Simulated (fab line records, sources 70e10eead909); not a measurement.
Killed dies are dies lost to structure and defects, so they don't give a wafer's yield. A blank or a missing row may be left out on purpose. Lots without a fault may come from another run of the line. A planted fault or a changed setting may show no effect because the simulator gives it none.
Which tool did it? | flow nand_harc | 24 lots, 72 wafers sampled, at 6 steps of a route of 1302

WHAT THE GAUGES READ, wafer by wafer
The record holds no reading of a measuring or inspecting step that can be judged against a usual standard deviation.

WHICH TOOL RAN EACH LOT (tool, then ch and the chambers of the sampled wafers, then the start)
lot  | NHARC_A_WL_FILL_STRIP_27             | NHARC_A_CONTACT_ETCH_111             | NHARC_A_CONTACT_ETCH_119             | NHARC_A_CONTACT_ETCH_122             | NHARC_A_CONTACT_ETCH_131             | NHARC_A_CONTACT_DEP_85
L074 | plasma_asher-01 ch 0,1, day 20 17:47 | har_cap_etch-03 ch 0,1, day 21 18:29 | har_cap_etch-03 ch 0,1, day 21 19:53 | har_cap_etch-03 ch 0,1, day 21 20:23 | har_cap_etch-02 ch 0,1, day 22 06:46 | pecvd-04 ch 0,2, day 22 12:16
L075 | plasma_asher-01 ch 0,1, day 21 07:17 | har_cap_etch-03 ch 0,1, day 22 07:24 | har_cap_etch-03 ch 0,1, day 22 08:47 | har_cap_etch-03 ch 0,1, day 22 09:19 | har_cap_etch-02 ch 0,1, day 22 18:37 | pecvd-03 ch 0,1, day 22 22:43
L079 | plasma_asher-01 ch 0,1, day 21 12:23 | har_cap_etch-02 ch 0,1, day 22 11:58 | har_cap_etch-02 ch 0,1, day 22 13:29 | har_cap_etch-02 ch 0,1, day 22 13:59 | har_cap_etch-02 ch 0,1, day 22 23:35 | pecvd-03 ch 1,2, day 23 05:10
L077 | plasma_asher-02 ch 0,1, day 21 12:40 | har_cap_etch-01 ch 0,1, day 22 11:51 | har_cap_etch-01 ch 0,1, day 22 13:22 | har_cap_etch-01 ch 0,1, day 22 14:02 | har_cap_etch-01 ch 0,1, day 23 00:13 | pecvd-04 ch 0,1,2, day 23 06:23
L078 | plasma_asher-02 ch 0,1, day 21 16:11 | har_cap_etch-01 ch 0,1, day 22 19:14 | har_cap_etch-01 ch 0,1, day 22 20:38 | har_cap_etch-01 ch 0,1, day 22 21:08 | har_cap_etch-02 ch 0, day 23 06:43   | pecvd-01 ch 0,1,2, day 23 13:07
L076 | plasma_asher-02 ch 0,1, day 21 18:16 | har_cap_etch-03 ch 0,1, day 22 19:56 | har_cap_etch-03 ch 0,1, day 22 21:19 | har_cap_etch-03 ch 0,1, day 22 21:50 | har_cap_etch-01 ch 0,1, day 23 07:11 | pecvd-04 ch 0,1,2, day 23 13:09
L080 | plasma_asher-01 ch 0,1, day 22 10:29 | har_cap_etch-01 ch 0,1, day 23 12:43 | har_cap_etch-01 ch 0,1, day 23 14:07 | har_cap_etch-01 ch 0,1, day 23 14:37 | har_cap_etch-01 ch 0,1, day 23 23:45 | pecvd-04 ch 0,1,2, day 24 04:32
L082 | plasma_asher-02 ch 0,1, day 23 01:58 | har_cap_etch-02 ch 0,1, day 24 02:07 | har_cap_etch-02 ch 0,1, day 24 03:30 | har_cap_etch-02 ch 0,1, day 24 04:01 | har_cap_etch-01 ch 0,1, day 24 13:26 | pecvd-01 ch 1,2, day 24 17:44
L081 | plasma_asher-02 ch 0,1, day 23 15:30 | har_cap_etch-02 ch 0,1, day 24 16:57 | har_cap_etch-02 ch 0,1, day 24 18:20 | har_cap_etch-02 ch 0,1, day 24 18:51 | har_cap_etch-01 ch 0,1, day 25 04:37 | pecvd-03 ch 0,1, day 25 10:17
L083 | plasma_asher-01 ch 0,1, day 24 05:24 | har_cap_etch-02 ch 0,1, day 25 05:48 | har_cap_etch-02 ch 0,1, day 25 07:11 | har_cap_etch-02 ch 0,1, day 25 07:42 | har_cap_etch-02 ch 0,1, day 25 17:40 | pecvd-03 ch 0,1,2, day 25 22:59
L084 | plasma_asher-01 ch 0,1, day 24 11:24 | har_cap_etch-03 ch 1, day 25 11:09   | har_cap_etch-03 ch 1, day 25 12:32   | har_cap_etch-03 ch 1, day 25 13:03   | har_cap_etch-02 ch 0,1, day 26 01:19 | pecvd-01 ch 1,2, day 26 05:45
L086 | plasma_asher-01 ch 0,1, day 24 18:55 | har_cap_etch-01 ch 0,1, day 25 20:08 | har_cap_etch-01 ch 0,1, day 25 21:32 | har_cap_etch-01 ch 0,1, day 25 22:03 | har_cap_etch-03 ch 0,1, day 26 08:03 | pecvd-04 ch 0,1, day 26 14:17
L085 | plasma_asher-02 ch 0,1, day 24 20:48 | har_cap_etch-03 ch 0,1, day 25 20:58 | har_cap_etch-03 ch 0,1, day 25 22:22 | har_cap_etch-03 ch 0,1, day 25 22:52 | har_cap_etch-02 ch 0,1, day 26 08:27 | pecvd-03 ch 0,1,2, day 26 16:01
L087 | plasma_asher-02 ch 0,1, day 25 15:35 | har_cap_etch-03 ch 0,1, day 26 15:42 | har_cap_etch-03 ch 0,1, day 26 17:05 | har_cap_etch-03 ch 0,1, day 26 17:36 | har_cap_etch-02 ch 0,1, day 27 08:08 | pecvd-01 ch 0,2, day 27 15:11
L088 | plasma_asher-01 ch 0,1, day 26 08:40 | har_cap_etch-03 ch 1, day 27 12:34   | har_cap_etch-03 ch 1, day 27 13:56   | har_cap_etch-03 ch 1, day 27 14:28   | har_cap_etch-03 ch 0,1, day 27 23:43 | pecvd-04 ch 0,1,2, day 28 03:44
L089 | plasma_asher-01 ch 0,1, day 26 13:31 | har_cap_etch-01 ch 0,1, day 27 12:58 | har_cap_etch-01 ch 0,1, day 27 14:22 | har_cap_etch-01 ch 0,1, day 27 14:53 | har_cap_etch-01 ch 0,1, day 28 00:37 | pecvd-01 ch 0,1,2, day 28 04:52
L090 | plasma_asher-01 ch 0,1, day 27 06:02 | har_cap_etch-01 ch 0,1, day 28 07:16 | har_cap_etch-01 ch 0,1, day 28 09:07 | har_cap_etch-01 ch 0,1, day 28 09:49 | har_cap_etch-03 ch 0,1, day 28 19:49 | pecvd-04 ch 0,1,2, day 28 23:58
L092 | plasma_asher-01 ch 0,1, day 27 14:56 | har_cap_etch-01 ch 0, day 28 19:11   | har_cap_etch-01 ch 0, day 28 21:03   | har_cap_etch-01 ch 0, day 28 21:44   | har_cap_etch-02 ch 1, day 29 13:49   | pecvd-01 ch 1,2, day 29 22:04
L091 | plasma_asher-02 ch 0,1, day 27 15:22 | har_cap_etch-02 ch 0,1, day 28 15:40 | har_cap_etch-02 ch 0,1, day 28 17:03 | har_cap_etch-02 ch 0,1, day 28 17:34 | har_cap_etch-02 ch 0,1, day 29 03:41 | pecvd-03 ch 0,2, day 29 12:46
L094 | plasma_asher-02 ch 0,1, day 28 05:50 | har_cap_etch-01 ch 0,1, day 29 06:59 | har_cap_etch-01 ch 0,1, day 29 08:22 | har_cap_etch-01 ch 0,1, day 29 08:53 | har_cap_etch-03 ch 0,1, day 29 21:57 | pecvd-03 ch 0,1,2, day 30 04:14
L093 | plasma_asher-02 ch 0,1, day 28 05:56 | har_cap_etch-03 ch 0,1, day 29 08:32 | har_cap_etch-03 ch 0,1, day 29 09:56 | har_cap_etch-03 ch 0,1, day 29 10:26 | har_cap_etch-02 ch 0,1, day 30 00:08 | pecvd-01 ch 0,1, day 30 05:52
L096 | plasma_asher-01 ch 0,1, day 29 08:22 | har_cap_etch-01 ch 0,1, day 30 12:50 | har_cap_etch-01 ch 0,1, day 30 14:14 | har_cap_etch-01 ch 0,1, day 30 14:45 | har_cap_etch-03 ch 0,1, day 31 01:00 | pecvd-03 ch 0,1,2, day 31 05:05
L095 | plasma_asher-02 ch 0,1, day 30 07:38 | har_cap_etch-01 ch 0,1, day 31 08:35 | har_cap_etch-01 ch 0,1, day 31 09:59 | har_cap_etch-01 ch 0,1, day 31 10:30 | har_cap_etch-01 ch 0,1, day 31 21:05 | pecvd-03 ch 0,1,2, day 32 08:46
L097 | plasma_asher-01 ch 0,1, day 30 16:29 | har_cap_etch-03 ch 0,1, day 31 17:07 | har_cap_etch-03 ch 0,1, day 31 18:59 | har_cap_etch-03 ch 0,1, day 31 19:40 | har_cap_etch-02 ch 0,1, day 32 10:49 | pecvd-03 ch 0,2, day 32 20:50
- NHARC_A_WL_FILL_STRIP_27: strips in N2/H2, time 20 s.
- NHARC_A_CONTACT_ETCH_111: etches the open film in C4F8/O2/Ar, time 140 s, target depth 700 nm.
- NHARC_A_CONTACT_ETCH_119: etches the open film in C4F8/O2/Ar, time 190 s, target depth 1850 nm.
- NHARC_A_CONTACT_ETCH_122: etches the open film in C4F8/O2/Ar, time 190 s, target depth 1850 nm.
- NHARC_A_CONTACT_ETCH_131: etches the open film in C4F8/O2/Ar, time 197 s, target depth 1918 nm.
- NHARC_A_CONTACT_DEP_85: deposits SiON, target thk 60 nm.

WHAT THE TOOLS THEMSELVES READ (means of the sampled wafers that have a number; where no wafer has one, the mark that the record gives instead)
NHARC_A_WL_FILL_STRIP_27. Usual: drypump_motor_current_A 5.4 A, standard deviation 0.3; heater_power_w 310 W, standard deviation 21.
lot  | tool            | drypump_motor_current_A (A) | heater_power_w (W) | flag
L074 | plasma_asher-01 | 5.5                         | 310                |
L075 | plasma_asher-01 | 5.5                         | 313                |
L079 | plasma_asher-01 | 5.5                         | 309                |
L077 | plasma_asher-02 | 5.1                         | 303                |
L078 | plasma_asher-02 | 5.4                         | 292                |
L076 | plasma_asher-02 | 5.4                         | 294                |
L080 | plasma_asher-01 | 5.5                         | 311                |
L082 | plasma_asher-02 | 5.4                         | 295                |
L081 | plasma_asher-02 | 5.2                         | 305                |
L083 | plasma_asher-01 | 5.6                         | 329                |
L084 | plasma_asher-01 | 5.5                         | 315                |
L086 | plasma_asher-01 | 5.5                         | 310                |
L085 | plasma_asher-02 | 5.4                         | 291                |
L087 | plasma_asher-02 | 5.4                         | 293                |
L088 | plasma_asher-01 | 5.5                         | 313                |
L089 | plasma_asher-01 | 5.5                         | 312                |
L090 | plasma_asher-01 | 5.5                         | 314                |
L092 | plasma_asher-01 | 5.6                         | 325                |
L091 | plasma_asher-02 | 5.1                         | 318                |
L094 | plasma_asher-02 | 5.1                         | 316                |
L093 | plasma_asher-02 | 5.1                         | 315                |
L096 | plasma_asher-01 | 5.5                         | 311                |
L095 | plasma_asher-02 | 5.4                         | 304                |
L097 | plasma_asher-01 | 5.5                         | 304                |

NHARC_A_CONTACT_ETCH_111. Usual: oes_air_line_au 0.999 a.u., standard deviation 0.022.
lot  | tool            | oes_air_line_au (a.u.) | flag
L074 | har_cap_etch-03 | 1.015                  |
L075 | har_cap_etch-03 | 0.993                  |
L079 | har_cap_etch-02 | 1.016                  |
L077 | har_cap_etch-01 | 0.990                  |
L078 | har_cap_etch-01 | 1.012                  |
L076 | har_cap_etch-03 | 0.992                  |
L080 | har_cap_etch-01 | 0.997                  |
L082 | har_cap_etch-02 | 1.015                  |
L081 | har_cap_etch-02 | 0.970                  |
L083 | har_cap_etch-02 | 0.997                  |
L084 | har_cap_etch-03 | 0.981                  |
L086 | har_cap_etch-01 | 1.001                  |
L085 | har_cap_etch-03 | 0.995                  |
L087 | har_cap_etch-03 | 1.014                  |
L088 | har_cap_etch-03 | 0.982                  |
L089 | har_cap_etch-01 | 0.992                  |
L090 | har_cap_etch-01 | 1.011                  |
L092 | har_cap_etch-01 | 1.009                  |
L091 | har_cap_etch-02 | 0.990                  |
L094 | har_cap_etch-01 | 0.984                  |
L093 | har_cap_etch-03 | 0.987                  |
L096 | har_cap_etch-01 | 0.990                  |
L095 | har_cap_etch-01 | 1.019                  |
L097 | har_cap_etch-03 | 1.008                  |

NHARC_A_CONTACT_ETCH_119. Usual: oes_air_line_au 1.000 a.u., standard deviation 0.019.
lot  | tool            | oes_air_line_au (a.u.) | flag
L074 | har_cap_etch-03 | 0.990                  |
L075 | har_cap_etch-03 | 1.004                  |
L079 | har_cap_etch-02 | 0.982                  |
L077 | har_cap_etch-01 | 1.017                  |
L078 | har_cap_etch-01 | 0.992                  |
L076 | har_cap_etch-03 | 1.006                  |
L080 | har_cap_etch-01 | 0.989                  |
L082 | har_cap_etch-02 | 1.018                  |
L081 | har_cap_etch-02 | 0.993                  |
L083 | har_cap_etch-02 | 0.989                  |
L084 | har_cap_etch-03 | 1.003                  |
L086 | har_cap_etch-01 | 1.004                  |
L085 | har_cap_etch-03 | 0.998                  |
L087 | har_cap_etch-03 | 1.013                  |
L088 | har_cap_etch-03 | 1.005                  |
L089 | har_cap_etch-01 | 0.975                  |
L090 | har_cap_etch-01 | 1.010                  |
L092 | har_cap_etch-01 | 0.994                  |
L091 | har_cap_etch-02 | 0.988                  |
L094 | har_cap_etch-01 | 1.000                  |
L093 | har_cap_etch-03 | 1.014                  |
L096 | har_cap_etch-01 | 1.009                  |
L095 | har_cap_etch-01 | 1.000                  |
L097 | har_cap_etch-03 | 0.993                  |

NHARC_A_CONTACT_ETCH_122. Usual: oes_air_line_au 1.001 a.u., standard deviation 0.021.
lot  | tool            | oes_air_line_au (a.u.) | flag
L074 | har_cap_etch-03 | 1.000                  |
L075 | har_cap_etch-03 | 0.987                  |
L079 | har_cap_etch-02 | 1.015                  |
L077 | har_cap_etch-01 | 0.988                  |
L078 | har_cap_etch-01 | 0.981                  |
L076 | har_cap_etch-03 | 0.988                  |
L080 | har_cap_etch-01 | 1.005                  |
L082 | har_cap_etch-02 | 0.984                  |
L081 | har_cap_etch-02 | 1.002                  |
L083 | har_cap_etch-02 | 1.002                  |
L084 | har_cap_etch-03 | 1.016                  |
L086 | har_cap_etch-01 | 0.984                  |
L085 | har_cap_etch-03 | 1.003                  |
L087 | har_cap_etch-03 | 1.011                  |
L088 | har_cap_etch-03 | 0.966                  |
L089 | har_cap_etch-01 | 0.978                  |
L090 | har_cap_etch-01 | 1.018                  |
L092 | har_cap_etch-01 | 1.008                  |
L091 | har_cap_etch-02 | 1.005                  |
L094 | har_cap_etch-01 | 1.006                  |
L093 | har_cap_etch-03 | 0.983                  |
L096 | har_cap_etch-01 | 1.032                  |
L095 | har_cap_etch-01 | 0.991                  |
L097 | har_cap_etch-03 | 1.018                  |

NHARC_A_CONTACT_ETCH_131. Usual: oes_air_line_au 1.001 a.u., standard deviation 0.022.
lot  | tool            | oes_air_line_au (a.u.) | flag
L074 | har_cap_etch-02 | 1.010                  |
L075 | har_cap_etch-02 | 0.995                  |
L079 | har_cap_etch-02 | 1.019                  |
L077 | har_cap_etch-01 | 0.984                  |
L078 | har_cap_etch-02 | 1.027                  |
L076 | har_cap_etch-01 | 1.000                  |
L080 | har_cap_etch-01 | 1.013                  |
L082 | har_cap_etch-01 | 1.004                  |
L081 | har_cap_etch-01 | 1.015                  |
L083 | har_cap_etch-02 | 0.995                  |
L084 | har_cap_etch-02 | 0.988                  |
L086 | har_cap_etch-03 | 0.996                  |
L085 | har_cap_etch-02 | 1.014                  |
L087 | har_cap_etch-02 | 0.966                  |
L088 | har_cap_etch-03 | 1.035                  |
L089 | har_cap_etch-01 | 0.995                  |
L090 | har_cap_etch-03 | 1.002                  |
L092 | har_cap_etch-02 | 1.019                  |
L091 | har_cap_etch-02 | 0.996                  |
L094 | har_cap_etch-03 | 1.028                  |
L093 | har_cap_etch-02 | 1.002                  |
L096 | har_cap_etch-03 | 1.002                  |
L095 | har_cap_etch-01 | 1.015                  |
L097 | har_cap_etch-02 | 0.994                  |

NHARC_A_CONTACT_DEP_85. Usual: heater_power_w 763 W, standard deviation 110.
lot  | tool     | heater_power_w (W) | flag
L074 | pecvd-04 | 774                |
L075 | pecvd-03 | 761                |
L079 | pecvd-03 | 730                |
L077 | pecvd-04 | 823                |
L078 | pecvd-01 | 791                |
L076 | pecvd-04 | 844                |
L080 | pecvd-04 | 839                |
L082 | pecvd-01 | 731                |
L081 | pecvd-03 | 727                |
L083 | pecvd-03 | 669                |
L084 | pecvd-01 | 671                |
L086 | pecvd-04 | 879                |
L085 | pecvd-03 | 666                |
L087 | pecvd-01 | 889                |
L088 | pecvd-04 | 870                |
L089 | pecvd-01 | 775                |
L090 | pecvd-04 | 821                |
L092 | pecvd-01 | 722                |
L091 | pecvd-03 | 682                |
L094 | pecvd-03 | 680                |
L093 | pecvd-01 | 891                |
L096 | pecvd-03 | 652                |
L095 | pecvd-03 | 683                |
L097 | pecvd-03 | 647                |

THE ANSWER, worked out from the rows above alone
Rule: a lot is off if the mean of its wafers that have a number lies more than 3 standard deviations from the usual mean. A lot without any number at a reading at which 4 lots or more have one is off too. The other lots that the step has rows for count as sound. The gauges are gone through in route order, then the tools' own readings, and for those a lot's mean is taken as printed above. The first step at which some lot is off is used, and at that step the reading that is off furthest; a lot without a number counts as furthest.
No lot is off at any reading shown: from this, nothing can be told.

WHAT THE SIMULATOR HAD PUT IN
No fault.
